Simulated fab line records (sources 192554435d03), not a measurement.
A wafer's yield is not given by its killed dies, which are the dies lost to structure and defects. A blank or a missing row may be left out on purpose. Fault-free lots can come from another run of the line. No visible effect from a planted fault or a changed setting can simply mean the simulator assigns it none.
Matching of chambers	flow n5-finfet	4 sister chambers for N5_HKMG_FIN_CMP_94 on cmp-01
The step polishes, stops on SiNx, t overpolish 4.7 s, target thk 43.299 nm. 7 wafers are shown with their chamber, then 8 later ones without.

## WAFERS PAIRED WITH THEIR CHAMBERS
wafer	chamber	motor-current-A (A)
L083.4	3	13.9
L084.4	3	12.7
L084.5	2	10.4
L094.1	1	9.5
L094.2	2	10.3
L094.5	0	13.5
L095.1	0	13.5

## WAFERS WITHOUT THEIR CHAMBER
wafer	motor-current-A (A)
L095.4	13.6
L095.5	13.6
L097.1	14.5
L097.2	13.6
L097.3	10.0
L097.4	9.8
L097.5	9.9
L097.6	10.4

## WHICH CHAMBER EACH ONE RAN IN
wafer	from the rows above	in truth
L095.4	can't be placed: 0 or 3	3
L095.5	can't be placed: 0 or 3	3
L097.1	can't be placed: 0 or 3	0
L097.2	can't be placed: 0 or 3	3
L097.3	can't be placed: 2 or 1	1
L097.4	can't be placed: 1 or 2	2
L097.5	can't be placed: 1 or 2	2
L097.6	can't be placed: 2 or 1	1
Placed correctly: 0 of 8. These rows do not allow placing 8 (true chamber among the candidates in 8). Number placed wrongly: 0.
How it was worked out, from the rows above alone: a wafer's distance from a chamber is the root of the sum, over the readings, of the square of ((its reading less the chamber's mean) divided by the reading's scatter). The wafer belongs to the nearest chamber; if the next one is less than 2 further off, it can't be placed. A chamber's mean is the mean of its shown wafers. The scatter is the square root of a quotient: the sum, over the shown wafers, of each reading's squared deviation from its chamber's mean, divided by wafers minus chambers.
